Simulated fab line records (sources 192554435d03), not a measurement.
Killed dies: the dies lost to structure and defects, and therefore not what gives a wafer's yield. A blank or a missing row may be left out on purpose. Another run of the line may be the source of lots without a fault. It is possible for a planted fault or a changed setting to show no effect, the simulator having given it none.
Comparing a struck lot with a sound one ; flow n5 finfet ; 36 out of 1938 route steps
Sound: these wafers, L528.2, L528.4, L528.5. Struck: wafers L544.1, L544.3, L544.5. The cause is named last.
At each step with rows: each side's tool, then ch and its chambers, then its first start. Under that, the readings that differ: sound wafers ; struck wafers ; difference of the means ; sigmas: that difference in standard deviations of wafers without a fault.
alike: a reading whose means differ by less than 2 such deviations, as well as words and numbers matching on both sides. not compared: withheld readings; readings where some wafer has no value; bounds like >300 that might hide an equal value; numbers whose values overlap and for which the record gives no deviation.
A row with sigmas, a row that says differs or no value, or rows on one side alone: a step with any of these is where the two part. Numbers that don't overlap but have no deviation are shown without sigmas and don't part them. A reading that every wafer of one side lacks parts them only if that side has two wafers or more.

N5_BEOL_M4_THK_MEAS_53: measures by xrf.
  sound on film metro-01 at day 8 04:38; struck on film metro-02 at day 12 11:01
  alike: M4_THK
N5_BEOL_M4_PRE_CLEAN_60: time 15 s.
  sound on cvd co-02 ch 1,2, day 8 04:40; struck on cvd co-02 ch 1,2, day 12 11:04
  alike: heater power outer w, heater power w
then, 3 steps without rows for these wafers: N5_BEOL_M4_CO_CAP_55 (material Co, precursor CCTBA/H2, target thk 2 nm, time 102.1 s); N5_BEOL_M4_PRE_CLEAN_56 (time 15 s); N5_BEOL_M4_DEP_57 (deposits SiCN from 3MS/NH3, target thk 8 nm, time 14 s).
N5_BEOL_M4_RS_MEAS_58: measures by four-point-probe.
  sound on film metro-01 at day 8 04:54; struck on film metro-01 at day 12 11:17
  alike: M4_RS
N5_BEOL_M4_INSPECT_59: inspects for defects (darkfield).
  sound on defect inspect-02 at day 8 04:55; struck on defect inspect-02 at day 12 11:19
  alike: raw defect count
N5_BEOL_M4_RC_MEAS_101:
  sound on prober-02 ch 0, day 8 05:06; struck on prober-02 ch 0, day 12 11:20
  alike: DIBL_N, DIBL_P, IOFF_N, IOFF_P, ION_N, ION_P, SS_N, SS_P, VT_N, VT_P
then, 2 steps without rows for these wafers: N5_BEOL_M5_ILD_DEP_00 (deposits SiCOH lowk from DEMS/porogen, target thk 140.64 nm, time 25.9 s); N5_BEOL_M5_CURE_79 (cures SiCOH lowk, time 240 s).
N5_BEOL_M5_THK_MEAS_01:
  sound on film metro-01 at day 8 06:58; struck on film metro-02 at day 12 13:21
  alike: M5_ILD_THK
then, 1 step without rows for these wafers: N5_BEOL_M5_PECVD_70 (deposits SiO2 from TEOS/O2, target thk 16 nm, time 18 s).
N5_BEOL_M5_HM_DEP_02: deposits TiN, target thk 20 nm.
  sound on pvd sputter-01 at day 8 07:42; struck on pvd sputter-03 at day 12 14:47
  no value came back on the struck wafers for chamber pressure pa (Pa), substrate temp c (C), throttle valve pct (%); on the sound wafers chamber pressure pa (Pa) reads 0.4993 0.4995 0.5000
then, 9 steps without rows for these wafers: N5_BEOL_M5_COAT_59 (time 60 s, resist thk 60 nm); N5_BEOL_M5_COAT_60 (time 60 s, resist thk 12 nm); N5_BEOL_M5_COAT_71 (time 60 s, resist thk 5 nm); N5_BEOL_M5_COAT_05 (resist thk 30 nm); N5_BEOL_M5_EBR_07; N5_BEOL_M5_SOFTBAKE_06 (time 60 s); N5_BEOL_M5_EXPOSE_08 (exposes mask M5, target cd 28 nm); N5_BEOL_M5_PEB_09 (peb time 60 s); N5_BEOL_M5_DEVELOP_10 (develop time 30 s).
N5_BEOL_M5_CD_MEAS_11: the cd target is 27.74 nm.
  sound on cd sem-03 ch 0, day 8 08:07; struck on cd sem-03 ch 0, day 12 15:18
  alike: cd nm
N5_BEOL_M5_OVL_MEAS_12:
  sound on overlay-01 ch 0, day 8 08:10; struck on overlay-02 ch 0, day 12 15:20
  alike: M5_OVL
N5_BEOL_M5_INSPECT_13: inspects for defects (brightfield).
  sound on defect inspect-01 at day 8 08:13; struck on defect inspect-01 at day 12 15:23
  alike: raw defect count
then, 1 step without rows for these wafers: N5_BEOL_M5_DESCUM_16 (chemistry O2, time 7 s).
N5_BEOL_M5_ETCH_72: etches underlayer in N2/H2, target depth 6.5 nm, time 5.2 s.
  sound on rie diel-03 ch 0,2,3, day 8 08:26; struck on rie diel-01 ch 0,1, day 12 15:27
  alike: drypump motor current A, etch rf on time s, oes product au, rf vpp V, showerhead plenum p Torr, throttle valve pct
  not compared: rf hours counter h
N5_BEOL_M5_ETCH_61: etches SiARC in CF4, target depth 15.6 nm, time 26 s.
  sound on rie diel-03 ch 0,2,3, day 8 08:27; struck on rie diel-01 ch 0,1, day 12 15:28
  alike: drypump motor current A, etch rf on time s, oes product au, rf vpp V, showerhead plenum p Torr, throttle valve pct
  not compared: rf hours counter h
N5_BEOL_M5_ETCH_62: etches SOC in N2/H2, target depth 75 nm, overetch 15 nm, time 112.5 s.
  sound on rie diel-03 ch 0,2,3, day 8 08:29; struck on rie diel-01 ch 0,1, day 12 16:35
  alike: drypump motor current A, oes product au, rf vpp V, showerhead plenum p Torr, throttle valve pct
  not compared: rf hours counter h
then, 3 steps without rows for these wafers: N5_BEOL_M5_STRIP_63 (strips in N2/H2); N5_BEOL_M5_STRIP_73 (strips in N2/H2); N5_BEOL_M5_STRIP_64 (strips in CF4).
N5_BEOL_M5_HM_OPEN_17: chemistry Cl2/BCl3, target TiN, target depth 20 nm, overetch 6 nm.
  sound on rie metal-01 ch 0,1, day 8 08:39; struck on rie metal-03 ch 0,1, day 12 16:44
reading;sound;struck;difference;sigmas
oes product au (a.u.);0.64 0.64 0.83;0.26 0.35 0.25;-0.42;-5
throttle valve pct (%);22.04 22.04 22.01;22.58 22.88 22.60;+0.66;+4
model.etch.depth nm (nm);19.62 19.66 19.8;0 0 0;-20;
  alike: drypump motor current A
  not compared: rf hours counter h
N5_BEOL_M5_STRIP_19: strips in O2.
  sound on rie diel-04 ch 0,1, day 8 08:46; struck on rie diel-03 ch 0,1,3, day 12 16:58
  alike: drypump motor current A, o2 flow sccm, oes product au, rf vpp V, showerhead plenum p Torr, throttle valve pct
  not compared: rf hours counter h
N5_BEOL_M5_CD_MEAS_18: pitch 56 nm, target cd 28 nm.
  sound on cd sem-03 at day 8 08:50; struck on cd sem-01 at day 12 17:03
reading;sound;struck;difference;sigmas
cd nm (nm);27.83 28.09 28.46;- - -;no value on the struck wafers;
then, 1 step without rows for these wafers: N5_BEOL_M5_COAT_65 (time 60 s, resist thk 60 nm).

## WHERE THEY PART
At N5_BEOL_M5_HM_DEP_02 first; at N5_BEOL_M5_CD_MEAS_18 last (within this record only).

WHY: what the simulator had put in
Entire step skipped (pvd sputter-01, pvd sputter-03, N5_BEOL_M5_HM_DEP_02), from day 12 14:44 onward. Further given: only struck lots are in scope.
